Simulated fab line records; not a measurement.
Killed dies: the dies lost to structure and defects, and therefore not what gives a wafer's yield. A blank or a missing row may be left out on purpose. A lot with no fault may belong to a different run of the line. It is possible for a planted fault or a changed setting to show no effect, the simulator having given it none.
Split-lot trial || flow n5Finfet || route with 1938 steps; 7 lots, 21 wafers read

ABOUT THE SPLIT
At N5_BEOL_M8_EXPOSE_08 (exposes mask M8), the setting doseMj was moved away from the recipe's 68.25 on 9 of the 21 wafers read, by -4.9% to +6.8%. This setting was run at the recipe's value on the other wafers.

FROM THE SPLIT TO THE READING: what the file shows between them, 15 steps
- N5_BEOL_M8_PEB_09: peb time 60 s
- N5_BEOL_M8_DEVELOP_10: develop time 30 s
- N5_BEOL_M8_CD_MEAS_11: target cd 38.5 nm
- N5_BEOL_M8_DESCUM_16: chemistry O2, time 7.9 s
- N5_BEOL_M8_ETCH_61: etches SiARC in CF4, target depth 45.5 nm, time 75.8 s
- N5_BEOL_M8_ETCH_62: etches SOC in N2/H2, target depth 110 nm, overetch 22 nm, time 165 s
- N5_BEOL_M8_STRIP_68: strips in N2/H2
- N5_BEOL_M8_STRIP_67: strips in CF4
- N5_BEOL_M8_HM_OPEN_17: chemistry Cl2/BCl3, target TiN, target depth 20 nm, overetch 6 nm
- N5_BEOL_M8_STRIP_19: strips in O2
- N5_BEOL_M8_CD_MEAS_18: pitch 80 nm, target cd 40 nm
- N5_BEOL_M8_COAT_63: time 60 s, resist thk 60 nm
- N5_BEOL_M8_COAT_64: time 60 s, resist thk 12 nm
- N5_BEOL_M8_PRECLEAN_42: cleans in residue remover, time 60 s
- N5_BEOL_M8_SRD_43: time 30 s

THE READING
Shown in nm: cdNm at N5_BEOL_M8_CD_MEAS_35, with target cd 40 nm. A value of 39.9 nm with a standard deviation of 0.74 nm is what fault-free wafers of this fab line usually give.

{"wafer": "L074.1", "tool, chamber at the split": "arfiScanner-03, 0", "doseMj as run": 72.74, "against the recipe": "+6.6%", "cdNm, nm": 43.1, "against lot-mates on the recipe": "+3.2"}
{"wafer": "L074.3", "tool, chamber at the split": "arfiScanner-03, 0", "doseMj as run": 68.25, "against the recipe": "recipe", "cdNm, nm": 39.9, "against lot-mates on the recipe": "-"}
{"wafer": "L074.5", "tool, chamber at the split": "arfiScanner-03, 0", "doseMj as run": 72.74, "against the recipe": "+6.6%", "cdNm, nm": 43.2, "against lot-mates on the recipe": "+3.3"}
{"wafer": "L077.1", "tool, chamber at the split": "arfiScanner-02, 0", "doseMj as run": 69.53, "against the recipe": "+1.9%", "cdNm, nm": 41.1, "against lot-mates on the recipe": "+1.2"}
{"wafer": "L077.2", "tool, chamber at the split": "arfiScanner-02, 0", "doseMj as run": 69.53, "against the recipe": "+1.9%", "cdNm, nm": 40.7, "against lot-mates on the recipe": "+0.8"}
{"wafer": "L077.4", "tool, chamber at the split": "arfiScanner-02, 0", "doseMj as run": 68.25, "against the recipe": "recipe", "cdNm, nm": 39.9, "against lot-mates on the recipe": "-"}
{"wafer": "L076.1", "tool, chamber at the split": "arfiScanner-01, 0", "doseMj as run": 71.85, "against the recipe": "+5.3%", "cdNm, nm": 41.2, "against lot-mates on the recipe": "+0.9"}
{"wafer": "L076.4", "tool, chamber at the split": "arfiScanner-01, 0", "doseMj as run": 71.85, "against the recipe": "+5.3%", "cdNm, nm": 42.3, "against lot-mates on the recipe": "+2.0"}
{"wafer": "L076.6", "tool, chamber at the split": "arfiScanner-01, 0", "doseMj as run": 68.25, "against the recipe": "recipe", "cdNm, nm": 40.3, "against lot-mates on the recipe": "-"}
{"wafer": "L079.1", "tool, chamber at the split": "arfiScanner-01, 0", "doseMj as run": 68.25, "against the recipe": "recipe", "cdNm, nm": 39.2, "against lot-mates on the recipe": "-"}
{"wafer": "L079.2", "tool, chamber at the split": "arfiScanner-01, 0", "doseMj as run": 69.7, "against the recipe": "+2.1%", "cdNm, nm": 41.3, "against lot-mates on the recipe": "+1.0"}
{"wafer": "L079.6", "tool, chamber at the split": "arfiScanner-01, 0", "doseMj as run": 68.25, "against the recipe": "recipe", "cdNm, nm": 41.4, "against lot-mates on the recipe": "-"}
{"wafer": "L083.1", "tool, chamber at the split": "arfiScanner-01, 0", "doseMj as run": 72.86, "against the recipe": "+6.8%", "cdNm, nm": 44.4, "against lot-mates on the recipe": "+4.6"}
{"wafer": "L083.2", "tool, chamber at the split": "arfiScanner-01, 0", "doseMj as run": 68.25, "against the recipe": "recipe", "cdNm, nm": 39.6, "against lot-mates on the recipe": "-"}
{"wafer": "L083.5", "tool, chamber at the split": "arfiScanner-01, 0", "doseMj as run": 68.25, "against the recipe": "recipe", "cdNm, nm": 40.0, "against lot-mates on the recipe": "-"}
{"wafer": "L086.2", "tool, chamber at the split": "arfiScanner-01, 0", "doseMj as run": 68.25, "against the recipe": "recipe", "cdNm, nm": 41.0, "against lot-mates on the recipe": "-"}
{"wafer": "L086.3", "tool, chamber at the split": "arfiScanner-01, 0", "doseMj as run": 68.25, "against the recipe": "recipe", "cdNm, nm": 40.1, "against lot-mates on the recipe": "-"}
{"wafer": "L086.6", "tool, chamber at the split": "arfiScanner-01, 0", "doseMj as run": 68.25, "against the recipe": "recipe", "cdNm, nm": 41.0, "against lot-mates on the recipe": "-"}
{"wafer": "L087.1", "tool, chamber at the split": "arfiScanner-03, 0", "doseMj as run": 64.91, "against the recipe": "-4.9%", "cdNm, nm": 37.2, "against lot-mates on the recipe": -2.0}
{"wafer": "L087.3", "tool, chamber at the split": "arfiScanner-03, 0", "doseMj as run": 68.25, "against the recipe": "recipe", "cdNm, nm": 38.9, "against lot-mates on the recipe": "-"}
{"wafer": "L087.6", "tool, chamber at the split": "arfiScanner-03, 0", "doseMj as run": 68.25, "against the recipe": "recipe", "cdNm, nm": 39.5, "against lot-mates on the recipe": "-"}

FIT RESULTS
A straight line over all 21 wafers: cdNm changes by +0.491 nm for each +1% of doseMj; r = +0.90; the points scatter about the line by 0.72 nm.
The same after taking each lot's own level away (the mean of its wafers on the recipe; 21 wafers): +0.467 nm for each +1%; r = +0.91; scatter 0.66 nm.
Per that fit: largest doseMj move, reading shift of 3.2 nm.
Measured against the standard deviation above, the lots' own levels, which go from 39.20 to 40.70 nm, span 2.0 times it.
Hence the lot-to-lot level has little effect on the slope; both slopes agree.
Check: with one of the wafers moved furthest among these (+6.8%) left out of the fit, the line predicts +2.8 nm for it against its lot-mates. Against them it came out at +4.6 nm.

OTHER SPLITS ON THESE WAFERS
Other splits were also applied to these wafers ahead of the reading. Each is held against what the fit with the lots' levels taken away leaves over:
{"other split on the same wafers": "N5_BEOL_M7_DESCUM_33 timeS", "wafers away from the commonest value": 8, "r with cdNm (lot level and that fit taken away)": -0.24}
{"other split on the same wafers": "N5_BEOL_M8_COAT_60 spinRpm", "wafers away from the commonest value": 10, "r with cdNm (lot level and that fit taken away)": "+0.23"}

THE WHOLE CHAIN: every reading that the file lists as answering this split, in the file's order
{"step": "N5_BEOL_M8_CD_MEAS_11", "what it does": "target cd 38.5 nm", "reading": "cdNm", "change (the file's fit)": "+0.459 nm for each +1% of the setting", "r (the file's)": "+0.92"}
{"step": "N5_BEOL_M8_HM_OPEN_17", "what it does": "chemistry Cl2/BCl3, target TiN, target depth 20 nm, overetch 6 nm", "reading": "BEOL_M8.cdOffsetNm (the simulator's own value, which no gauge read)", "change (the file's fit)": "+0.478 nm for each +1% of the setting", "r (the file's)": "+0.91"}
{"step": "N5_BEOL_M8_CD_MEAS_18", "what it does": "pitch 80 nm, target cd 40 nm", "reading": "cdNm", "change (the file's fit)": "+0.475 nm for each +1% of the setting", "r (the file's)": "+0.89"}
{"step": "N5_BEOL_M8_CD_MEAS_35", "what it does": "target cd 40 nm", "reading": "cdNm", "change (the file's fit)": "+0.497 nm for each +1% of the setting", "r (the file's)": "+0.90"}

FILE'S OWN FIT
cdNm changes by +0.497 nm for each +1% of doseMj, r = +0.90.
